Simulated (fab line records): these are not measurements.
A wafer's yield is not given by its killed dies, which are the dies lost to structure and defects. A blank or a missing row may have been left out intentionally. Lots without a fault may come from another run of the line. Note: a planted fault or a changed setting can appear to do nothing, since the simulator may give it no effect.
Which tool did it? :: flow n5-finfet :: 10 lots with 30 wafers sampled at 5 steps, on a route of 1938 steps

## WHAT THE GAUGES READ, wafer by wafer
N5_BEOL_M0_OCD_MEAS_108. Usual: trench-depth-nm at 32.8 nm, with a standard deviation of 0.59.
lot: L588
measured: day 5 18:16
on: ocd-01
trench-depth-nm (nm): 31.4 32.3 31.8
flag: 

lot: L589
measured: day 6 06:44
on: ocd-02
trench-depth-nm (nm): 32.2 32.9 31.6
flag: 

lot: L590
measured: day 6 12:56
on: ocd-02
trench-depth-nm (nm): 33.5 32.6 32.4
flag: 

lot: L591
measured: day 6 13:20
on: ocd-02
trench-depth-nm (nm): 33.1 33.0 34.1
flag: 

lot: L593
measured: day 6 20:24
on: ocd-02
trench-depth-nm (nm): 33.2 32.5 32.9
flag: 

lot: L594
measured: day 7 11:09
on: ocd-02
trench-depth-nm (nm): 34.4 33.0 32.7
flag: 

lot: L599
measured: day 8 14:23
on: ocd-01
trench-depth-nm (nm): 33.6 33.3 31.9
flag: 

lot: L606
measured: day 10 08:17
on: ocd-02
trench-depth-nm (nm): 32.3 32.7 32.4
flag: 

lot: L607
measured: day 10 09:36
on: ocd-02
trench-depth-nm (nm): 33.4 32.8 33.0
flag: 

lot: L610
measured: day 11 11:31
on: ocd-02
trench-depth-nm (nm): 32.2 31.9 32.8
flag: 

N5_BEOL_M4_RC_MEAS_101. Usual: DIBL_N 36.3 mV/V, standard deviation 1.7; DIBL_P 36.5 mV/V, standard deviation 1.8; IOFF_N 0.16 nA/um, standard deviation 0.033; IOFF_P 0.21 nA/um, standard deviation 0.037; ION_N 675 uA/um, standard deviation 11; ION_P 462 uA/um, standard deviation 7.9; SS_N 71.6 mV/dec, standard deviation 0.64; SS_P 73.3 mV/dec, standard deviation 0.68; VT_N 249 mV, standard deviation 3.3; VT_P -250 mV, standard deviation 3.3.
lot: L588
measured: day 7 15:28
on: prober-01
DIBL_N (mV/V): 35.4 35.3 34.9
DIBL_P (mV/V): 36.0 36.6 36.1
IOFF_N (nA/um): 0.14 0.15 0.15
IOFF_P (nA/um): 0.19 0.20 0.19
ION_N (uA/um): 666 684 678
ION_P (uA/um): 457 469 466
SS_N (mV/dec): 71.4 71.6 71.6
SS_P (mV/dec): 73.2 73.9 73.7
VT_N (mV): 253 249 253
VT_P (mV): -255 -252 -252
flag: 

lot: L589
measured: day 8 11:33
on: prober-02
DIBL_N (mV/V): 33.6 36.4 35.8
DIBL_P (mV/V): 34.1 37.0 36.4
IOFF_N (nA/um): 0.14 0.18 0.17
IOFF_P (nA/um): 0.21 0.25 0.24
ION_N (uA/um): 673 679 676
ION_P (uA/um): 467 468 467
SS_N (mV/dec): 71.1 72.3 71.8
SS_P (mV/dec): 73.2 73.4 73.1
VT_N (mV): 248 250 249
VT_P (mV): -248 -249 -246
flag: 

lot: L590
measured: day 8 07:23
on: prober-01
DIBL_N (mV/V): 37.0 35.9 36.4
DIBL_P (mV/V): 37.9 36.4 36.4
IOFF_N (nA/um): 0.16 0.14 0.14
IOFF_P (nA/um): 0.23 0.22 0.21
ION_N (uA/um): 674 669 675
ION_P (uA/um): 464 461 471
SS_N (mV/dec): 71.5 71.1 71.3
SS_P (mV/dec): 73.7 73.5 73.1
VT_N (mV): 249 251 251
VT_P (mV): -251 -250 -250
flag: 

lot: L591
measured: day 8 13:29
on: prober-01
DIBL_N (mV/V): 35.7 33.6 36.1
DIBL_P (mV/V): 36.1 33.4 36.5
IOFF_N (nA/um): 0.15 0.11 0.14
IOFF_P (nA/um): 0.18 0.14 0.18
ION_N (uA/um): 682 681 677
ION_P (uA/um): 467 462 463
SS_N (mV/dec): 71.0 71.0 71.5
SS_P (mV/dec): 73.3 72.8 73.3
VT_N (mV): 251 255 253
VT_P (mV): -251 -257 -253
flag: 

lot: L593
measured: day 8 14:51
on: prober-02
DIBL_N (mV/V): 37.3 33.8 35.5
DIBL_P (mV/V): 37.5 33.5 36.1
IOFF_N (nA/um): 0.18 0.12 0.15
IOFF_P (nA/um): 0.23 0.17 0.21
ION_N (uA/um): 680 677 683
ION_P (uA/um): 470 471 476
SS_N (mV/dec): 71.2 70.7 72.1
SS_P (mV/dec): 72.8 71.7 72.8
VT_N (mV): 247 255 250
VT_P (mV): -250 -253 -250
flag: 

lot: L594
measured: day 9 10:17
on: prober-01
DIBL_N (mV/V): 37.3 36.6 37.0
DIBL_P (mV/V): 38.4 36.7 37.8
IOFF_N (nA/um): 0.18 0.17 0.17
IOFF_P (nA/um): 0.24 0.22 0.24
ION_N (uA/um): 680 688 676
ION_P (uA/um): 466 459 465
SS_N (mV/dec): 72.3 71.7 72.3
SS_P (mV/dec): 72.8 72.8 73.0
VT_N (mV): 247 250 249
VT_P (mV): -251 -253 -248
flag: 

lot: L599
measured: day 10 09:15
on: prober-01
DIBL_N (mV/V): 35.8 35.6 34.2
DIBL_P (mV/V): 36.3 34.7 33.9
IOFF_N (nA/um): 0.16 0.15 0.13
IOFF_P (nA/um): 0.20 0.17 0.17
ION_N (uA/um): 684 666 657
ION_P (uA/um): 464 450 448
SS_N (mV/dec): 71.3 71.1 71.1
SS_P (mV/dec): 72.9 72.7 72.1
VT_N (mV): 249 249 251
VT_P (mV): -251 -253 -253
flag: 

lot: L606
measured: day 12 06:17
on: prober-02
DIBL_N (mV/V): 37.0 38.2 37.9
DIBL_P (mV/V): 38.3 39.1 38.9
IOFF_N (nA/um): 0.22 0.23 0.24
IOFF_P (nA/um): 0.22 0.23 0.23
ION_N (uA/um): 705 686 683
ION_P (uA/um): 462 456 458
SS_N (mV/dec): 72.0 72.5 72.2
SS_P (mV/dec): 73.2 73.7 73.6
VT_N (mV): 243 244 240
VT_P (mV): -251 -248 -250
flag: 

lot: L607
measured: day 12 03:55
on: prober-01
DIBL_N (mV/V): 37.3 36.3 37.3
DIBL_P (mV/V): 36.6 35.8 36.4
IOFF_N (nA/um): 0.16 0.15 0.17
IOFF_P (nA/um): 0.23 0.22 0.23
ION_N (uA/um): 678 662 667
ION_P (uA/um): 472 460 464
SS_N (mV/dec): 71.4 71.4 71.9
SS_P (mV/dec): 72.5 73.4 73.5
VT_N (mV): 254 253 249
VT_P (mV): -245 -248 -247
flag: 

lot: L610
measured: day 13 10:11
on: prober-02
DIBL_N (mV/V): 36.2 37.3 37.5
DIBL_P (mV/V): 35.1 36.3 37.0
IOFF_N (nA/um): 0.14 0.16 0.16
IOFF_P (nA/um): 0.17 0.18 0.20
ION_N (uA/um): 662 677 673
ION_P (uA/um): 447 458 458
SS_N (mV/dec): 71.2 72.1 71.5
SS_P (mV/dec): 73.8 73.9 74.2
VT_N (mV): 253 249 247
VT_P (mV): -251 -254 -253
flag: 

## TOOL THAT RAN EACH LOT (tool first, then ch and the chambers of the sampled wafers, then the start)
lot: L588
N5_BEOL_M0_ANNEAL_117: pvd-sputter-02, day 5 20:02
N5_BEOL_M0_SPUTTER_132: pvd-sputter-02, day 5 20:05
N5_BEOL_M0_ANNEAL_135: pvd-sputter-02, day 5 20:17

lot: L589
N5_BEOL_M0_ANNEAL_117: pvd-sputter-03, day 6 07:46
N5_BEOL_M0_SPUTTER_132: pvd-sputter-03, day 6 07:48
N5_BEOL_M0_ANNEAL_135: pvd-sputter-03, day 6 08:00

lot: L590
N5_BEOL_M0_ANNEAL_117: pvd-sputter-01, day 6 14:45
N5_BEOL_M0_SPUTTER_132: pvd-sputter-01, day 6 14:47
N5_BEOL_M0_ANNEAL_135: pvd-sputter-01, day 6 14:59

lot: L591
N5_BEOL_M0_ANNEAL_117: pvd-sputter-02, day 6 15:01
N5_BEOL_M0_SPUTTER_132: pvd-sputter-02, day 6 15:03
N5_BEOL_M0_ANNEAL_135: pvd-sputter-02, day 6 15:15

lot: L593
N5_BEOL_M0_ANNEAL_117: pvd-sputter-02, day 6 22:40
N5_BEOL_M0_SPUTTER_132: pvd-sputter-02, day 6 22:43
N5_BEOL_M0_ANNEAL_135: pvd-sputter-02, day 6 22:55

lot: L594
N5_BEOL_M0_ANNEAL_117: pvd-sputter-03, day 7 12:56
N5_BEOL_M0_SPUTTER_132: pvd-sputter-03, day 7 12:58
N5_BEOL_M0_ANNEAL_135: pvd-sputter-03, day 7 13:10

lot: L599
N5_BEOL_M0_ANNEAL_117: pvd-sputter-03, day 8 17:38
N5_BEOL_M0_SPUTTER_132: pvd-sputter-03, day 8 17:40
N5_BEOL_M0_ANNEAL_135: pvd-sputter-03, day 8 17:52

lot: L606
N5_BEOL_M0_ANNEAL_117: pvd-sputter-03, day 10 09:23
N5_BEOL_M0_SPUTTER_132: pvd-sputter-03, day 10 09:25
N5_BEOL_M0_ANNEAL_135: pvd-sputter-03, day 10 09:37

lot: L607
N5_BEOL_M0_ANNEAL_117: pvd-sputter-02, day 10 10:53
N5_BEOL_M0_SPUTTER_132: pvd-sputter-02, day 10 10:56
N5_BEOL_M0_ANNEAL_135: pvd-sputter-02, day 10 11:08

lot: L610
N5_BEOL_M0_ANNEAL_117: pvd-sputter-01, day 11 14:01
N5_BEOL_M0_SPUTTER_132: pvd-sputter-01, day 11 14:03
N5_BEOL_M0_ANNEAL_135: pvd-sputter-01, day 11 14:15
- N5_BEOL_M0_ANNEAL_117: time 60 s.
- N5_BEOL_M0_SPUTTER_132: material Cu, target thk 4 nm, time 7.37 s.
- N5_BEOL_M0_ANNEAL_135: time 60 s.

## WHAT THE TOOLS THEMSELVES READ (means of the sampled wafers that have a number; where no wafer has one, the mark that the record gives instead)
N5_BEOL_M0_ANNEAL_117. Usual: heater-power-w 873 W, standard deviation 130; susceptor-temp-C 399.99 C, standard deviation 0.23.
lot: L588
tool: pvd-sputter-02
heater-power-w (W): 878
susceptor-temp-C (C): 399.97
flag: 

lot: L589
tool: pvd-sputter-03
heater-power-w (W): 819
susceptor-temp-C (C): 399.99
flag: 

lot: L590
tool: pvd-sputter-01
heater-power-w (W): 851
susceptor-temp-C (C): 400.00
flag: 

lot: L591
tool: pvd-sputter-02
heater-power-w (W): 814
susceptor-temp-C (C): 399.98
flag: 

lot: L593
tool: pvd-sputter-02
heater-power-w (W): 806
susceptor-temp-C (C): 399.86
flag: 

lot: L594
tool: pvd-sputter-03
heater-power-w (W): 853
susceptor-temp-C (C): 400.29
flag: 

lot: L599
tool: pvd-sputter-03
heater-power-w (W): 867
susceptor-temp-C (C): 399.92
flag: 

lot: L606
tool: pvd-sputter-03
heater-power-w (W): 789
susceptor-temp-C (C): 399.87
flag: 

lot: L607
tool: pvd-sputter-02
heater-power-w (W): 954
susceptor-temp-C (C): 400.23
flag: 

lot: L610
tool: pvd-sputter-01
heater-power-w (W): 843
susceptor-temp-C (C): 400.11
flag: 

N5_BEOL_M0_SPUTTER_132. Usual: chamber-pressure-pa 0.07001 Pa, standard deviation 0.00014; throttle-valve-pct 30.5 %, standard deviation 0.86.
lot: L588
tool: pvd-sputter-02
chamber-pressure-pa (Pa): 0.07007
throttle-valve-pct (%): 30.5
flag: 

lot: L589
tool: pvd-sputter-03
chamber-pressure-pa (Pa): 0.06999
throttle-valve-pct (%): 30.2
flag: 

lot: L590
tool: pvd-sputter-01
chamber-pressure-pa (Pa): 0.07001
throttle-valve-pct (%): 31.1
flag: 

lot: L591
tool: pvd-sputter-02
chamber-pressure-pa (Pa): 0.06995
throttle-valve-pct (%): 31.0
flag: 

lot: L593
tool: pvd-sputter-02
chamber-pressure-pa (Pa): 0.06999
throttle-valve-pct (%): 30.1
flag: 

lot: L594
tool: pvd-sputter-03
chamber-pressure-pa (Pa): 0.07001
throttle-valve-pct (%): 30.2
flag: 

lot: L599
tool: pvd-sputter-03
chamber-pressure-pa (Pa): 0.07000
throttle-valve-pct (%): 30.8
flag: 

lot: L606
tool: pvd-sputter-03
chamber-pressure-pa (Pa): 0.06998
throttle-valve-pct (%): 30.7
flag: 

lot: L607
tool: pvd-sputter-02
chamber-pressure-pa (Pa): 0.07006
throttle-valve-pct (%): 30.4
flag: 

lot: L610
tool: pvd-sputter-01
chamber-pressure-pa (Pa): 0.07001
throttle-valve-pct (%): 30.6
flag: 

N5_BEOL_M0_ANNEAL_135. Usual: heater-power-w 875 W, standard deviation 130; susceptor-temp-C 399.99 C, standard deviation 0.22.
lot: L588
tool: pvd-sputter-02
heater-power-w (W): 862
susceptor-temp-C (C): 400.00
flag: 

lot: L589
tool: pvd-sputter-03
heater-power-w (W): 821
susceptor-temp-C (C): 399.91
flag: 

lot: L590
tool: pvd-sputter-01
heater-power-w (W): 848
susceptor-temp-C (C): 399.98
flag: 

lot: L591
tool: pvd-sputter-02
heater-power-w (W): 817
susceptor-temp-C (C): 400.05
flag: 

lot: L593
tool: pvd-sputter-02
heater-power-w (W): 798
susceptor-temp-C (C): 399.78
flag: 

lot: L594
tool: pvd-sputter-03
heater-power-w (W): 864
susceptor-temp-C (C): 400.09
flag: 

lot: L599
tool: pvd-sputter-03
heater-power-w (W): 873
susceptor-temp-C (C): 399.98
flag: 

lot: L606
tool: pvd-sputter-03
heater-power-w (W): -
susceptor-temp-C (C): -
flag: OFF

lot: L607
tool: pvd-sputter-02
heater-power-w (W): -
susceptor-temp-C (C): -
flag: OFF

lot: L610
tool: pvd-sputter-01
heater-power-w (W): 860
susceptor-temp-C (C): 399.94
flag: 

## THE ANSWER, worked out from the rows above alone
Rule: take the mean of a lot's wafers that have a number; if it is more than 3 standard deviations from the usual mean, the lot is off. Also off: a lot with no number at a reading for which 4 or more lots have one. The other lots that the step has rows for count as sound. Order of review: gauges by route order, followed by the tools' own readings, for which a lot's mean as printed above is used. The first step at which some lot is off is used, and at that step the reading that is off furthest; a lot without a number counts as furthest.
Off: L606, L607 (N5_BEOL_M0_ANNEAL_135, heater-power-w). Without a number there: L606, L607.
A tool fits if, at that step or a process step before it, it ran every lot that is off, and no sound lot after the first of them. No candidate that was tried fits.

## WHAT WAS PUT IN BY THE SIMULATOR
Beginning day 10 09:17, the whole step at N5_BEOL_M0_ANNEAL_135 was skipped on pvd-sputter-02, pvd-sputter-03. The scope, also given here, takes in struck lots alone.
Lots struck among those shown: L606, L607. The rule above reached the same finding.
